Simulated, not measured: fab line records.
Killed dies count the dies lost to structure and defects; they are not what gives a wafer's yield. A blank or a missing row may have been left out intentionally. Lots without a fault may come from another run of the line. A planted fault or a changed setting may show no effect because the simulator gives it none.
The tool behind it: which one?	flow nand harc	60 wafers from 20 lots sampled at 6 of the route's 1302 steps

WHAT EACH GAUGE READ, for each wafer
The record holds no reading of a measuring or inspecting step that can be judged against a usual standard deviation.

EACH LOT AND THE TOOL THAT RAN IT (in order: tool; ch and the chambers of the sampled wafers; start)
lot	NHARC_A_STAIRCASE_ETCH_223	NHARC_A_STAIRCASE_ETCH_232	NHARC_A_STAIRCASE_TRIM_233	NHARC_A_STAIRCASE_DESCUM_270	NHARC_A_STAIRCASE_DESCUM_312	NHARC_A_STAIRCASE_ETCH_313
L074	rie diel-03 ch 0,1,2, day 17 14:40 or earlier	rie diel-03 ch 0,2,3, day 17 14:40 or earlier	rie diel-03 ch 0,2,3, day 17 14:40 or earlier	rie diel-03 ch 1,2,3, day 17 14:40	rie diel-05 ch 1,2,3, day 18 08:18	rie diel-05 ch 0,1,2, day 18 08:40
L075	rie diel-03 ch 0,1,3, day 17 15:18 or earlier	rie diel-03 ch 1,2,3, day 17 15:18 or earlier	rie diel-03 ch 1,2,3, day 17 15:18 or earlier	rie diel-05 ch 0,1,3, day 17 15:18	rie diel-06 ch 0,1,3, day 18 09:32	rie diel-06 ch 0,1,2, day 18 09:37
L077	rie diel-06 ch 1,2,3, day 18 02:23 or earlier	rie diel-05 ch 0,1,3, day 18 02:23 or earlier	rie diel-05 ch 0,1,2, day 18 02:23 or earlier	rie diel-03 ch 1,2,3, day 18 02:23	rie diel-03 ch 0,1,2, day 18 21:23	rie diel-03 ch 0,2,3, day 18 21:29
L078	rie diel-03 ch 1,2,3, day 18 10:10 or earlier	rie diel-03 ch 0,2,3, day 18 10:10 or earlier	rie diel-03 ch 1,2, day 18 10:10 or earlier	rie diel-05 ch 0,1,3, day 18 10:10	rie diel-05 ch 2,3, day 19 01:08	rie diel-05 ch 0,2, day 19 01:14
L080	rie diel-06 ch 1,2,3, day 18 19:17 or earlier	rie diel-03 ch 0,1, day 18 19:17 or earlier	rie diel-03 ch 0,1,2, day 18 19:17 or earlier	rie diel-05 ch 1,2,3, day 18 19:17	rie diel-05 ch 1,2,3, day 19 12:17	rie diel-05 ch 0,3, day 19 12:22
L081	rie diel-06 ch 2,3, day 19 10:43 or earlier	rie diel-03 ch 0,1,2, day 19 10:43 or earlier	rie diel-03 ch 0,1, day 19 10:43 or earlier	rie diel-06 ch 1,2,3, day 19 10:43	rie diel-05 ch 0,2,3, day 19 21:30	rie diel-05 ch 0,3, day 19 21:35
L082	rie diel-03 ch 0,1,3, day 19 20:43 or earlier	rie diel-03 ch 0,2,3, day 19 20:43 or earlier	rie diel-03 ch 0,2,3, day 19 20:43 or earlier	rie diel-06 ch 0,3, day 19 20:43	rie diel-05 ch 0,3, day 20 10:21	rie diel-05 ch 0,2,3, day 20 10:40
L083	rie diel-06 ch 0,3, day 20 19:37 or earlier	rie diel-06 ch 0,3, day 20 19:37 or earlier	rie diel-06 ch 0,2,3, day 20 19:37 or earlier	rie diel-03 ch 0,1, day 20 19:37	rie diel-03 ch 0,2,3, day 21 07:27	rie diel-03 ch 1,3, day 21 07:31
L084	rie diel-03 ch 2,3, day 21 00:39 or earlier	rie diel-03 ch 1,2, day 21 00:39 or earlier	rie diel-03 ch 1,2, day 21 00:39 or earlier	rie diel-06 ch 1,2, day 21 00:39	rie diel-03 ch 0,1,3, day 21 12:08	rie diel-03 ch 0,2, day 21 14:59
L085	rie diel-03 ch 1,2, day 21 04:05 or earlier	rie diel-03 ch 0,2,3, day 21 04:05 or earlier	rie diel-03 ch 0,2, day 21 04:05 or earlier	rie diel-05 ch 0,2, day 21 04:05	rie diel-05 ch 0,1, day 21 17:46	rie diel-05 ch 2,3, day 21 17:51
L086	rie diel-05 ch 0,3, day 21 05:28 or earlier	rie diel-03 ch 0,2,3, day 21 05:28 or earlier	rie diel-03 ch 0,2,3, day 21 05:28 or earlier	rie diel-03 ch 1,2, day 21 05:28	rie diel-03 ch 1,2, day 21 21:50	rie diel-03 ch 0,1,2, day 21 21:56
L087	rie diel-05 ch 2,3, day 21 19:33 or earlier	rie diel-05 ch 0,1,2, day 21 19:33 or earlier	rie diel-05 ch 0,3, day 21 19:33 or earlier	rie diel-06 ch 1,2,3, day 21 19:33	rie diel-06 ch 1,2, day 22 06:36	rie diel-06 ch 1,2,3, day 22 06:41
L089	rie diel-05 ch 1,2,3, day 22 15:10 or earlier	rie diel-06 ch 1,2,3, day 22 15:10 or earlier	rie diel-06 ch 1,2,3, day 22 15:10 or earlier	rie diel-03 ch 1,2,3, day 22 15:10	rie diel-06 ch 0,1,2, day 23 04:46	rie diel-06 ch 0,1,3, day 23 04:52
L091	rie diel-03 ch 1,2, day 23 13:17 or earlier	rie diel-05 ch 1,2, day 23 13:17 or earlier	rie diel-05 ch 0,1, day 23 13:17 or earlier	rie diel-05 ch 0,2,3, day 23 13:17	rie diel-05 ch 1,2, day 24 05:41	rie diel-05 ch 0,3, day 24 05:46
L090	rie diel-03 ch 0,2, day 23 13:19 or earlier	rie diel-03 ch 2,3, day 23 13:19 or earlier	rie diel-03 ch 1,2,3, day 23 13:19 or earlier	rie diel-05 ch 2,3, day 23 13:19	rie diel-05 ch 0,1,2, day 24 11:20	rie diel-05 ch 0,1,3, day 24 11:26
L092	rie diel-03 ch 0,3, day 24 14:47 or earlier	rie diel-03 ch 1,2,3, day 24 14:47 or earlier	rie diel-03 ch 1,2,3, day 24 14:47 or earlier	rie diel-03 ch 0,2,3, day 24 14:47	rie diel-05 ch 2,3, day 25 02:13	rie diel-05 ch 0,3, day 25 02:17
L093	rie diel-06 ch 0,3, day 24 15:38 or earlier	rie diel-05 ch 1,2, day 24 15:38 or earlier	rie diel-05 ch 0,2, day 24 15:38 or earlier	rie diel-06 ch 1,2,3, day 24 15:38	rie diel-05 ch 0,1,3, day 25 04:17	rie diel-05 ch 1,2,3, day 25 04:22
L094	rie diel-06 ch 1,2,3, day 24 15:59 or earlier	rie diel-06 ch 0,1,3, day 24 15:59 or earlier	rie diel-06 ch 0,3, day 24 15:59 or earlier	rie diel-06 ch 0,3, day 24 15:59	rie diel-06 ch 1,3, day 25 07:59	rie diel-06 ch 2,3, day 25 08:04
L095	rie diel-06 ch 0,1,2, day 25 13:20 or earlier	rie diel-03 ch 0,3, day 25 13:20 or earlier	rie diel-03 ch 0,2,3, day 25 13:20 or earlier	rie diel-06 ch 0,1, day 25 13:20	rie diel-06 ch 1,2, day 26 02:31	rie diel-06 ch 0,2, day 26 02:35
L097	rie diel-06 ch 0,2, day 26 04:32 or earlier	rie diel-06 ch 0,3, day 26 04:32 or earlier	rie diel-06 ch 0,1,2, day 26 04:32 or earlier	rie diel-03 ch 1,2,3, day 26 04:32	rie diel-06 ch 0,1,2, day 26 23:03	rie diel-06 ch 0,1, day 26 23:11
- NHARC_A_STAIRCASE_ETCH_223: etches the open film in C4F8/O2, target depth 100 nm, time 40.5 s.
- NHARC_A_STAIRCASE_ETCH_232: etches the open film in C4F8/O2, target depth 100 nm, time 40.5 s.
- NHARC_A_STAIRCASE_TRIM_233: chemistry O2, time 211.2 s.
- NHARC_A_STAIRCASE_DESCUM_270: chemistry O2, time 3 s.
- NHARC_A_STAIRCASE_DESCUM_312: chemistry O2, time 3 s.
- NHARC_A_STAIRCASE_ETCH_313: etches the open film in CF4/CHF3.

WHAT THE TOOLS THEMSELVES READ (means of the sampled wafers that have a number; where no wafer has one, the mark that the record gives instead)
NHARC_A_STAIRCASE_ETCH_223. Usual: oes product au 0.938 a.u., standard deviation 0.0091; rf vpp V 893 V, standard deviation 4.6.
lot	tool	oes product au (a.u.)	rf vpp V (V)	flag
L074	rie diel-03	0.940	892	
L075	rie diel-03	0.936	895	
L077	rie diel-06	0.938	893	
L078	rie diel-03	0.927	894	
L080	rie diel-06	0.933	893	
L081	rie diel-06	0.941	895	
L082	rie diel-03	0.930	894	
L083	rie diel-06	0.939	889	
L084	rie diel-03	0.926	893	
L085	rie diel-03	0.941	894	
L086	rie diel-05	0.949	899	
L087	rie diel-05	0.942	887	
L089	rie diel-05	0.943	893	
L091	rie diel-03	0.938	891	
L090	rie diel-03	0.936	891	
L092	rie diel-03	0.953	894	
L093	rie diel-06	0.946	888	
L094	rie diel-06	0.936	892	
L095	rie diel-06	0.934	893	
L097	rie diel-06	0.921	893	

NHARC_A_STAIRCASE_ETCH_232. Usual: oes product au 0.940 a.u., standard deviation 0.013; rf vpp V 893 V, standard deviation 4.7.
lot	tool	oes product au (a.u.)	rf vpp V (V)	flag
L074	rie diel-03	0.924	893	
L075	rie diel-03	0.925	894	
L077	rie diel-05	0.953	893	
L078	rie diel-03	0.937	893	
L080	rie diel-03	0.943	894	
L081	rie diel-03	0.961	893	
L082	rie diel-03	0.945	893	
L083	rie diel-06	0.941	891	
L084	rie diel-03	0.935	892	
L085	rie diel-03	0.943	892	
L086	rie diel-03	0.943	892	
L087	rie diel-05	0.925	899	
L089	rie diel-06	0.947	892	
L091	rie diel-05	0.945	898	
L090	rie diel-03	0.940	894	
L092	rie diel-03	0.934	893	
L093	rie diel-05	0.959	897	
L094	rie diel-06	0.942	890	
L095	rie diel-03	0.958	893	
L097	rie diel-06	0.930	890	

NHARC_A_STAIRCASE_TRIM_233. Usual: drypump motor current A is 5.7 A with standard deviation 0.37, mfc ar sccm is 0.013 sccm with standard deviation 0.016, o2 flow sccm is 500.1 sccm with standard deviation 1.5, oes product au is 0.997 a.u. with standard deviation 0.0073, rf vpp V is 57.5 V with standard deviation 0.89, showerhead plenum p Torr is 3.47 Torr with standard deviation 0.13, and throttle valve pct is 17.037 % with standard deviation 0.0088.
lot	tool	drypump motor current A (A)	mfc ar sccm (sccm)	o2 flow sccm (sccm)	oes product au (a.u.)	rf vpp V (V)	showerhead plenum p Torr (Torr)	throttle valve pct (%)	flag
L074	rie diel-03	5.8	0.015	501.7	0.995	57.5	3.44	17.042	
L075	rie diel-03	5.7	0.000	499.0	0.996	57.6	3.47	17.040	
L077	rie diel-05	5.6	0.017	500.1	0.991	56.9	3.45	17.040	
L078	rie diel-03	5.9	0.000	500.2	0.995	57.7	3.42	17.034	
L080	rie diel-03	5.8	0.015	499.7	0.999	56.4	3.44	17.036	
L081	rie diel-03	5.6	0.015	499.4	1.006	57.4	3.49	17.038	
L082	rie diel-03	5.8	0.015	500.8	0.990	57.6	3.43	17.034	
L083	rie diel-06	5.7	0.014	500.0	0.997	57.4	3.43	17.041	
L084	rie diel-03	5.9	0.000	500.7	0.991	57.6	3.41	17.041	
L085	rie diel-03	5.9	0.029	500.9	0.995	57.3	3.40	17.033	
L086	rie diel-03	5.8	0.015	499.6	1.001	57.6	3.43	17.031	
L087	rie diel-05	5.7	0.013	500.1	1.003	57.8	3.62	17.036	
L089	rie diel-06	6.0	0.012	501.3	0.998	58.1	3.43	17.042	
L091	rie diel-05	5.3	0.023	500.4	1.004	57.9	3.77	17.029	
L090	rie diel-03	5.7	0.000	497.8	0.988	57.6	3.45	17.038	
L092	rie diel-03	5.7	0.000	500.5	0.997	57.9	3.45	17.042	
L093	rie diel-05	6.1	0.006	502.9	0.991	57.6	3.44	17.034	
L094	rie diel-06	5.7	0.013	498.9	0.998	57.1	3.36	17.047	
L095	rie diel-03	5.8	0.015	499.7	0.994	57.2	3.41	17.039	
L097	rie diel-06	6.0	0.017	499.2	1.001	56.8	3.44	17.026	

NHARC_A_STAIRCASE_DESCUM_270. Usual: drypump motor current A is 5.8 A with standard deviation 0.45, mfc ar sccm is 0.013 sccm with standard deviation 0.014, o2 flow sccm is 200.1 sccm with standard deviation 0.55, oes product au is 0.998 a.u. with standard deviation 0.0072, rf vpp V is 57.6 V with standard deviation 0.89, showerhead plenum p Torr is 1.87 Torr with standard deviation 0.095, and throttle valve pct is 11.311 % with standard deviation 0.0095.
lot	tool	drypump motor current A (A)	mfc ar sccm (sccm)	o2 flow sccm (sccm)	oes product au (a.u.)	rf vpp V (V)	showerhead plenum p Torr (Torr)	throttle valve pct (%)	flag
L074	rie diel-03	5.7	0.000	200.1	0.991	58.0	1.88	11.306	
L075	rie diel-05	5.6	0.019	200.1	1.000	57.1	1.87	11.310	
L077	rie diel-03	5.7	0.000	200.0	1.000	57.2	1.88	11.309	
L078	rie diel-05	5.6	0.019	199.8	1.000	57.6	1.98	11.308	
L080	rie diel-05	5.9	0.013	200.4	1.000	58.3	1.87	11.316	
L081	rie diel-06	5.9	0.012	199.9	0.990	57.6	1.86	11.312	
L082	rie diel-06	5.7	0.013	201.0	0.994	57.9	1.82	11.315	
L083	rie diel-03	5.7	0.029	200.6	1.006	57.5	1.87	11.324	
L084	rie diel-06	6.0	0.017	200.4	0.990	57.9	1.91	11.314	
L085	rie diel-05	5.7	0.012	200.3	1.004	57.9	1.97	11.310	
L086	rie diel-03	5.6	0.000	199.8	0.995	57.3	1.88	11.308	
L087	rie diel-06	5.9	0.012	200.0	0.995	57.9	1.85	11.311	
L089	rie diel-03	5.7	0.000	200.5	0.994	58.0	1.87	11.313	
L091	rie diel-05	6.1	0.007	200.2	1.004	56.5	1.86	11.307	
L090	rie diel-05	6.4	0.001	200.0	0.992	57.1	1.76	11.310	
L092	rie diel-03	5.8	0.015	200.1	1.005	57.5	1.85	11.307	
L093	rie diel-06	5.9	0.012	199.7	1.001	57.5	1.85	11.309	
L094	rie diel-06	5.6	0.008	200.5	1.003	57.4	1.80	11.310	
L095	rie diel-06	6.0	0.016	200.4	0.998	56.8	1.83	11.312	
L097	rie diel-03	5.6	0.000	199.9	0.996	57.4	1.86	11.312	

NHARC_A_STAIRCASE_DESCUM_312. Usual: drypump motor current A is 5.8 A with standard deviation 0.5, mfc ar sccm is 0.012 sccm with standard deviation 0.013, o2 flow sccm is 200.0 sccm with standard deviation 0.62, oes product au is 1.001 a.u. with standard deviation 0.0079, rf vpp V is 57.7 V with standard deviation 0.92, showerhead plenum p Torr is 1.89 Torr with standard deviation 0.12, and throttle valve pct is 11.310 % with standard deviation 0.0091.
lot	tool	drypump motor current A (A)	mfc ar sccm (sccm)	o2 flow sccm (sccm)	oes product au (a.u.)	rf vpp V (V)	showerhead plenum p Torr (Torr)	throttle valve pct (%)	flag
L074	rie diel-05	5.9	0.013	199.7	1.004	57.4	1.88	11.313	
L075	rie diel-06	5.9	0.011	200.7	0.994	56.1	1.83	11.313	
L077	rie diel-03	5.8	0.015	199.7	1.000	57.3	1.86	11.312	
L078	rie diel-05	6.4	0.001	200.2	1.004	57.3	1.78	11.319	
L080	rie diel-05	5.9	0.013	200.0	1.000	57.6	1.87	11.305	
L081	rie diel-05	6.1	0.007	199.7	1.013	57.5	1.88	11.319	
L082	rie diel-05	6.1	0.009	199.6	0.998	57.5	1.88	11.312	
L083	rie diel-03	5.8	0.015	200.3	0.999	57.7	1.85	11.308	
L084	rie diel-03	5.6	0.015	199.8	0.996	58.1	1.89	11.310	
L085	rie diel-05	5.2	0.023	200.0	1.004	58.5	2.06	11.303	
L086	rie diel-03	5.6	0.000	199.8	0.986	57.3	1.87	11.310	
L087	rie diel-06	6.0	0.017	200.2	1.005	57.8	1.91	11.310	
L089	rie diel-06	6.0	0.017	200.0	0.994	57.4	1.87	11.312	
L091	rie diel-05	5.4	0.023	200.8	0.994	58.0	1.95	11.314	
L090	rie diel-05	5.6	0.017	200.1	1.003	57.5	1.95	11.310	
L092	rie diel-05	6.4	0.003	200.1	1.004	57.1	1.77	11.308	
L093	rie diel-05	5.6	0.019	199.7	1.003	58.0	1.95	11.308	
L094	rie diel-06	5.8	0.006	200.1	1.002	57.2	1.79	11.317	
L095	rie diel-06	6.3	0.015	200.7	0.998	58.1	1.86	11.311	
L097	rie diel-06	6.0	0.017	200.3	1.002	58.0	1.86	11.312	

NHARC_A_STAIRCASE_ETCH_313. Usual: drypump motor current A 5.8 A, standard deviation 0.51; mfc ar sccm 0.013 sccm, standard deviation 0.013; oes product au 0.930 a.u., standard deviation 0.012; rf vpp V 370 V, standard deviation 3.1; showerhead plenum p Torr 1.56 Torr, standard deviation 0.089; throttle valve pct 16.803 %, standard deviation 0.009.
lot	tool	drypump motor current A (A)	mfc ar sccm (sccm)	oes product au (a.u.)	rf vpp V (V)	showerhead plenum p Torr (Torr)	throttle valve pct (%)	flag
L074	rie diel-05	5.6	0.017	0.953	372	1.62	16.801	
L075	rie diel-06	6.0	0.017	0.927	370	1.55	16.811	
L077	rie diel-03	5.8	0.015	0.930	369	1.53	16.813	
L078	rie diel-05	6.1	0.006	0.931	369	1.55	16.801	
L080	rie diel-05	5.7	0.013	0.927	373	1.62	16.811	
L081	rie diel-05	5.7	0.013	0.931	371	1.62	16.805	
L082	rie diel-05	6.1	0.007	0.921	369	1.54	16.810	
L083	rie diel-03	5.5	0.000	0.925	370	1.56	16.802	
L084	rie diel-03	5.9	0.029	0.931	369	1.51	16.803	
L085	rie diel-05	6.4	0.001	0.921	367	1.46	16.798	
L086	rie diel-03	5.8	0.015	0.915	369	1.53	16.804	
L087	rie diel-06	5.9	0.012	0.919	369	1.53	16.799	
L089	rie diel-06	5.9	0.011	0.922	368	1.50	16.800	
L091	rie diel-05	6.1	0.009	0.931	368	1.54	16.800	
L090	rie diel-05	5.6	0.019	0.929	372	1.60	16.797	
L092	rie diel-05	6.1	0.009	0.934	370	1.53	16.803	
L093	rie diel-05	5.9	0.013	0.925	368	1.53	16.798	
L094	rie diel-06	5.6	0.009	0.932	368	1.50	16.806	
L095	rie diel-06	5.8	0.019	0.923	370	1.54	16.805	
L097	rie diel-06	6.3	0.014	0.921	369	1.51	16.798	

THE ANSWER, worked out from the rows above alone
Rule: take the mean of a lot's wafers that have a number; if it is more than 3 standard deviations from the usual mean, the lot is off. A lot without any number at a reading at which 4 lots or more have one is off too. Any other lot the step has rows for is counted as sound. The gauges are gone through in route order, then the tools' own readings, and for those a lot's mean is taken as printed above. At the first step where some lot is off, the reading lying furthest off is the one used; lots without a number count as furthest.
No lot is off on any of the readings shown, so nothing can be concluded from this.

WHAT THE SIMULATOR HAD INSERTED
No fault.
